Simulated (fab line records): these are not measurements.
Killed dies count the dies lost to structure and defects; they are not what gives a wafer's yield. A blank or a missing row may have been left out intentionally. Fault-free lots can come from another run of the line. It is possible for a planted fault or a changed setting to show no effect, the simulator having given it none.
The tool behind it: which one?	flow n5-finfet	Sampling: 24 lots, 72 wafers, 6 of 1938 route steps

## WHAT THE GAUGES SHOWED, per wafer
N5_BEOL_M5_THK_MEAS_01. Usual: for M5_ILD_THK the level is 121.0 nm and the standard deviation is 1.5.
lot	measured	on	M5_ILD_THK (nm)	flag
L074	day 7 23:00	film-metro-01	117.8 117.5 121.4	
L075	day 8 04:42	film-metro-02	120.4 121.1 120.1	
L076	day 8 16:43	film-metro-01	120.8 123.4 122.5	
L077	day 9 05:11	film-metro-01	122.0 122.0 121.5	
L079	day 9 11:09	film-metro-02	118.9 121.9 121.9	
L080	day 9 17:47	film-metro-02	119.3 122.7 122.3	
L078	day 9 21:11	film-metro-02	121.6 122.6 120.7	
L081	day 9 22:32	film-metro-02	120.9 122.9 122.1	
L082	day 10 00:15	film-metro-01	116.8 119.7 119.5	
L085	day 10 17:31	film-metro-01	120.5 120.5 120.8	
L084	day 10 23:19	film-metro-01	122.1 120.8 122.2	
L083	day 11 01:47	film-metro-01	120.8 123.1 122.2	
L087	day 11 08:10	film-metro-02	119.8 118.9 120.1	
L086	day 11 10:01	film-metro-01	119.8 122.3 121.7	
L088	day 11 20:12	film-metro-01	119.5 123.3 122.3	
L090	day 11 23:45	film-metro-01	120.5 119.4 121.4	
L091	day 12 09:27	film-metro-02	120.6 121.3 123.2	
L089	day 12 16:47	film-metro-01	117.4 117.3 119.8	
L092	day 12 20:14	film-metro-02	120.5 122.5 121.2	
L093	day 12 23:18	film-metro-01	120.8 119.3 122.9	
L094	day 13 04:13	film-metro-01	120.3 122.7 121.7	
L095	day 13 11:45	film-metro-01	117.6 121.0 121.0	
L096	day 13 23:54	film-metro-01	120.0 121.1 119.6	
L097	day 14 06:45	film-metro-02	119.9 119.5 121.4	

N5_BEOL_M5_CD_MEAS_11: target cd 27.74 nm. Usual: cd-nm reads 27.94 nm (standard deviation 0.24).
lot	measured	on	cd-nm (nm)	flag
L074	day 7 23:37	cd-sem-03	28.06 27.99 27.80	
L075	day 8 08:15	cd-sem-01	27.79 27.93 28.23	
L076	day 8 17:47	cd-sem-03	28.43 27.76 27.81	
L077	day 9 06:00	cd-sem-02	27.89 28.02 28.18	
L079	day 9 12:49	cd-sem-01	28.10 27.94 27.81	
L080	day 9 19:19	cd-sem-02	27.97 28.01 28.17	
L078	day 9 22:04	cd-sem-02	27.95 27.95 28.10	
L081	day 10 00:13	cd-sem-02	28.01 28.44 28.50	
L082	day 10 01:13	cd-sem-02	27.77 27.76 27.91	
L085	day 10 18:17	cd-sem-02	27.95 27.98 27.81	
L084	day 11 01:04	cd-sem-02	27.97 28.17 27.72	
L083	day 11 04:08	cd-sem-02	27.62 28.06 28.02	
L087	day 11 09:14	cd-sem-03	27.70 27.77 27.36	
L086	day 11 12:46	cd-sem-01	28.20 27.66 27.54	
L088	day 11 22:25	cd-sem-02	27.68 27.62 27.73	
L090	day 12 01:23	cd-sem-01	28.39 28.12 28.27	
L091	day 12 10:36	cd-sem-01	28.06 28.24 28.20	
L089	day 12 18:26	cd-sem-03	27.93 28.12 28.21	
L092	day 12 21:37	cd-sem-03	27.65 28.00 27.68	
L093	day 13 01:58	cd-sem-03	27.85 27.70 28.18	
L094	day 13 05:38	cd-sem-01	28.28 28.35 28.34	
L095	day 13 14:56	cd-sem-03	27.91 27.81 27.80	
L096	day 14 00:41	cd-sem-02	27.91 27.44 28.06	
L097	day 14 07:45	cd-sem-01	27.91 27.68 27.97	

## TOOL THAT RAN EACH LOT (tool first, then ch and the chambers of the sampled wafers, then the start)
lot	N5_BEOL_M4_DESCUM_33	N5_BEOL_M4_DEGAS_44	N5_BEOL_M4_SPUTTER_92	N5_BEOL_M4_PRE_CLEAN_60
L074	rie-diel-05 ch 0,1,3, day 7 11:47	pvd-sputter-03, day 7 17:04	pvd-sputter-01, day 7 19:03	cvd-co-02 ch 0,1, day 7 20:19
L075	rie-diel-01 ch 1,2,3, day 7 22:12	pvd-sputter-02, day 7 23:26	pvd-sputter-02, day 8 01:38	cvd-co-01 ch 0,1,2, day 8 02:53
L076	rie-diel-05 ch 2,3, day 8 04:58	pvd-sputter-01, day 8 11:43	pvd-sputter-01, day 8 13:37	cvd-co-02 ch 0,1, day 8 14:54
L077	rie-diel-01 ch 1,2,3, day 8 16:20	pvd-sputter-03, day 8 23:46	pvd-sputter-02, day 9 02:06	cvd-co-01 ch 0,1,2, day 9 03:23
L079	rie-diel-02 ch 1,2,3, day 8 21:05	pvd-sputter-02, day 8 23:47	pvd-sputter-03, day 9 08:01	cvd-co-02 ch 0,2, day 9 09:19
L080	rie-diel-01 ch 0,2,3, day 9 01:54	pvd-sputter-03, day 9 12:28	pvd-sputter-03, day 9 14:42	cvd-co-02 ch 0,2, day 9 15:58
L078	rie-diel-01 ch 0,1, day 9 05:54	pvd-sputter-01, day 9 15:38	pvd-sputter-01, day 9 17:38	cvd-co-02 ch 0,1,2, day 9 18:55
L081	rie-diel-05 ch 0,2,3, day 9 13:34	pvd-sputter-01, day 9 15:43	pvd-sputter-01, day 9 19:28	cvd-co-01 ch 0,1,2, day 9 20:44
L082	rie-diel-02 ch 0,1,3, day 9 14:13	pvd-sputter-03, day 9 19:02	pvd-sputter-03, day 9 21:09	cvd-co-02 ch 0,2, day 9 22:25
L085	rie-diel-05 ch 1,2,3, day 10 06:44	pvd-sputter-03, day 10 12:22	pvd-sputter-03, day 10 14:26	cvd-co-01 ch 0,1,2, day 10 15:42
L084	rie-diel-02 ch 1,2, day 10 13:41	pvd-sputter-01, day 10 18:20	pvd-sputter-01, day 10 20:14	cvd-co-01 ch 0,1, day 10 21:30
L083	rie-diel-02 ch 1,2,3, day 10 17:56	pvd-sputter-01, day 10 20:50	pvd-sputter-03, day 10 22:43	cvd-co-02 ch 1,2, day 10 23:58
L087	rie-diel-01 ch 0,2,3, day 10 20:05	pvd-sputter-02, day 11 01:19	pvd-sputter-02, day 11 04:52	cvd-co-01 ch 0,1, day 11 06:10
L086	rie-diel-01 ch 0,2, day 10 23:31	pvd-sputter-03, day 11 04:26	pvd-sputter-01, day 11 06:26	cvd-co-01 ch 0,1,2, day 11 07:42
L088	rie-diel-02 ch 0,1,3, day 11 09:07	pvd-sputter-01, day 11 12:52	pvd-sputter-01, day 11 16:55	cvd-co-02 ch 0,1, day 11 18:15
L090	rie-diel-05 ch 0,2,3, day 11 10:31	pvd-sputter-03, day 11 18:31	pvd-sputter-02, day 11 20:38	cvd-co-02 ch 0,2, day 11 21:53
L091	rie-diel-01 ch 1,2, day 12 02:28	pvd-sputter-02, day 12 04:25	pvd-sputter-03, day 12 06:22	cvd-co-01 ch 0,2, day 12 07:38
L089	rie-diel-05 ch 0,1,2, day 12 05:30	pvd-sputter-01, day 12 11:40	pvd-sputter-01, day 12 13:37	cvd-co-01 ch 0,2, day 12 14:58
L092	rie-diel-01 ch 0,3, day 12 05:53	pvd-sputter-02, day 12 15:05	pvd-sputter-01, day 12 17:05	cvd-co-01 ch 0,2, day 12 18:25
L093	rie-diel-02 ch 1,2,3, day 12 06:37	pvd-sputter-01, day 12 18:19	pvd-sputter-01, day 12 20:13	cvd-co-02 ch 0,1, day 12 21:29
L094	rie-diel-02 ch 0,3, day 12 17:26	pvd-sputter-02, day 12 21:34	pvd-sputter-02, day 13 01:08	cvd-co-01 ch 0,2, day 13 02:24
L095	rie-diel-02 ch 2,3, day 13 02:23	pvd-sputter-01, day 13 05:50	pvd-sputter-02, day 13 08:37	cvd-co-01 ch 0,2, day 13 09:54
L096	rie-diel-01 ch 0,1,3, day 13 16:59	pvd-sputter-02, day 13 18:49	pvd-sputter-02, day 13 20:46	cvd-co-02 ch 0,1, day 13 22:02
L097	rie-diel-05 ch 0,1,2, day 13 17:58	pvd-sputter-03, day 14 00:03	pvd-sputter-01, day 14 03:11	cvd-co-01 ch 0,1, day 14 04:27
- N5_BEOL_M4_DESCUM_33: chemistry O2, time 7 s.
- N5_BEOL_M4_DEGAS_44: time 60 s.
- N5_BEOL_M4_SPUTTER_92: material Cu, target thk 4.5 nm, time 8.29 s.
- N5_BEOL_M4_PRE_CLEAN_60: time 15 s.

## WHAT THE TOOLS THEMSELVES READ (means of the sampled wafers that have a number; where no wafer has one, the mark that the record gives instead)
N5_BEOL_M4_DESCUM_33. Usual: drypump-motor-current-A 5.7 A, standard deviation 0.5; oes-product-au 0.78 a.u., standard deviation 0.094; rf-vpp-V 242.4 V, standard deviation 0.96; showerhead-plenum-p-Torr 2.054 Torr, standard deviation 0.029; throttle-valve-pct 20.44 %, standard deviation 0.25.
lot	tool	drypump-motor-current-A (A)	oes-product-au (a.u.)	rf-vpp-V (V)	showerhead-plenum-p-Torr (Torr)	throttle-valve-pct (%)	flag
L074	rie-diel-05	5.6	0.70	242.3	2.071	20.60	
L075	rie-diel-01	5.4	0.80	242.6	2.065	20.51	
L076	rie-diel-05	5.5	0.72	241.7	2.047	20.74	
L077	rie-diel-01	5.4	0.79	242.9	2.062	20.51	
L079	rie-diel-02	6.0	0.74	243.7	2.091	20.47	
L080	rie-diel-01	5.7	0.84	242.0	2.055	20.34	
L078	rie-diel-01	6.2	0.81	242.2	2.050	20.21	
L081	rie-diel-05	5.4	0.70	242.0	2.043	20.63	
L082	rie-diel-02	6.0	0.74	243.4	2.072	20.37	
L085	rie-diel-05	5.6	0.79	241.7	2.037	20.51	
L084	rie-diel-02	6.0	0.72	242.2	2.078	20.64	
L083	rie-diel-02	6.1	0.73	242.8	2.087	20.49	
L087	rie-diel-01	5.7	0.82	241.8	2.049	20.37	
L086	rie-diel-01	6.2	0.86	242.2	2.040	20.18	
L088	rie-diel-02	5.9	0.74	243.2	2.067	20.38	
L090	rie-diel-05	5.3	0.79	241.9	2.038	20.52	
L091	rie-diel-01	5.7	0.96	242.2	2.053	20.30	
L089	rie-diel-05	5.4	0.85	241.6	2.033	20.27	
L092	rie-diel-01	5.4	0.74	242.7	2.050	20.44	
L093	rie-diel-02	6.0	0.72	242.0	2.082	20.51	
L094	rie-diel-02	5.9	0.74	242.9	2.066	20.42	
L095	rie-diel-02	6.1	0.72	242.9	2.083	20.53	
L096	rie-diel-01	5.7	0.81	242.9	2.045	20.33	
L097	rie-diel-05	5.4	0.83	242.4	2.029	20.29	

N5_BEOL_M4_DEGAS_44. Usual: heater-power-w reads 337 W (standard deviation 39).
lot	tool	heater-power-w (W)	flag
L074	pvd-sputter-03	336	
L075	pvd-sputter-02	345	
L076	pvd-sputter-01	360	
L077	pvd-sputter-03	350	
L079	pvd-sputter-02	323	
L080	pvd-sputter-03	347	
L078	pvd-sputter-01	321	
L081	pvd-sputter-01	315	
L082	pvd-sputter-03	324	
L085	pvd-sputter-03	343	
L084	pvd-sputter-01	320	
L083	pvd-sputter-01	358	
L087	pvd-sputter-02	342	
L086	pvd-sputter-03	357	
L088	pvd-sputter-01	362	
L090	pvd-sputter-03	336	
L091	pvd-sputter-02	349	
L089	pvd-sputter-01	343	
L092	pvd-sputter-02	368	
L093	pvd-sputter-01	317	
L094	pvd-sputter-02	318	
L095	pvd-sputter-01	360	
L096	pvd-sputter-02	347	
L097	pvd-sputter-03	331	

N5_BEOL_M4_SPUTTER_92. Usual: throttle-valve-pct reads 30.4 % (standard deviation 0.43).
lot	tool	throttle-valve-pct (%)	flag
L074	pvd-sputter-01	30.4	
L075	pvd-sputter-02	30.8	
L076	pvd-sputter-01	30.6	
L077	pvd-sputter-02	30.8	
L079	pvd-sputter-03	30.4	
L080	pvd-sputter-03	30.2	
L078	pvd-sputter-01	30.4	
L081	pvd-sputter-01	30.3	
L082	pvd-sputter-03	30.5	
L085	pvd-sputter-03	30.2	
L084	pvd-sputter-01	30.5	
L083	pvd-sputter-03	30.0	
L087	pvd-sputter-02	30.7	
L086	pvd-sputter-01	30.3	
L088	pvd-sputter-01	29.8	
L090	pvd-sputter-02	30.9	
L091	pvd-sputter-03	30.3	
L089	pvd-sputter-01	30.4	
L092	pvd-sputter-01	30.3	
L093	pvd-sputter-01	30.3	
L094	pvd-sputter-02	30.6	
L095	pvd-sputter-02	30.7	
L096	pvd-sputter-02	30.6	
L097	pvd-sputter-01	30.0	

N5_BEOL_M4_PRE_CLEAN_60. Usual: heater-power-w reads 90 W (standard deviation 12).
lot	tool	heater-power-w (W)	flag
L074	cvd-co-02	97	
L075	cvd-co-01	87	
L076	cvd-co-02	95	
L077	cvd-co-01	88	
L079	cvd-co-02	90	
L080	cvd-co-02	86	
L078	cvd-co-02	93	
L081	cvd-co-01	87	
L082	cvd-co-02	87	
L085	cvd-co-01	87	
L084	cvd-co-01	80	
L083	cvd-co-02	89	
L087	cvd-co-01	79	
L086	cvd-co-01	87	
L088	cvd-co-02	95	
L090	cvd-co-02	89	
L091	cvd-co-01	83	
L089	cvd-co-01	97	
L092	cvd-co-01	83	
L093	cvd-co-02	94	
L094	cvd-co-01	96	
L095	cvd-co-01	96	
L096	cvd-co-02	98	
L097	cvd-co-01	79	

## THE ANSWER, worked out from the rows above alone
Rule: a lot is off if the mean of its wafers that have a number lies more than 3 standard deviations from the usual mean. Also off: a lot with no number at a reading for which 4 or more lots have one. Where the step has rows for the other lots, those lots are counted as sound. Order of review: gauges by route order, followed by the tools' own readings, for which a lot's mean as printed above is used. The first step at which some lot is off is used, and at that step the reading that is off furthest; a lot without a number counts as furthest.
Across all readings shown, no lot is off: no conclusion can be drawn from this.

## WHAT HAD BEEN PUT IN BY THE SIMULATOR
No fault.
